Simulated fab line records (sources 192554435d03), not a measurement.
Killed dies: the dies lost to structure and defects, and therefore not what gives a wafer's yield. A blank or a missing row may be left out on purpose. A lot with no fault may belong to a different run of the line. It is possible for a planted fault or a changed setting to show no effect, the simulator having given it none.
Matching of chambers -- flow n5_finfet -- rie_diel-04 running N5_FIN_SAQP_SPACER2_ETCHBACK_29: 4 sister chambers
The step etches SiO2 in CHF3/O2, target depth 12.2 nm, time 6.1 s. 4 wafers are shown with their chamber, then 8 later ones without.

## EACH WAFER AND ITS CHAMBER
wafer,chamber,showerhead_plenum_p_Torr (Torr)
L084.3,2,2.38
L086.4,1,2.48
L086.5,3,2.44
L088.1,0,2.26

## WAFERS MISSING THEIR CHAMBER
wafer,showerhead_plenum_p_Torr (Torr)
L088.2,2.44
L088.5,2.38
L094.1,2.43
L094.5,2.55
L094.6,2.47
L097.1,2.54
L097.2,2.37
L097.3,2.47

## WHICH CHAMBER EACH ONE RAN IN
wafer,from the rows above,in truth
L088.2,can't be placed: 3 or 1 or 2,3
L088.5,can't be placed: 2 or 3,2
L094.1,can't be placed: 3 or 1 or 2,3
L094.5,can't be placed: 1 or 3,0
L094.6,can't be placed: 1 or 3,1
L097.1,can't be placed: 1 or 3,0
L097.2,can't be placed: 2 or 3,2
L097.3,can't be placed: 1 or 3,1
Correctly placed: 0 of 8. Can't be placed from these rows: 8 (the true chamber is among the candidates in 6). Wrongly placed: 0.
How it was worked out, from the rows above alone: a wafer's distance from a chamber is the root of the sum, over the readings, of the square of ((its reading less the chamber's mean) divided by the reading's scatter). If the next closest chamber is less than 2 further off than the closest, the wafer can't be placed; otherwise it belongs to the closest. For every chamber, the mean is computed from those of its wafers that are shown. The scatter (one wafer shown for each chamber): square how far every hidden wafer sits from the nearest shown wafer, average those squares and take the square root.
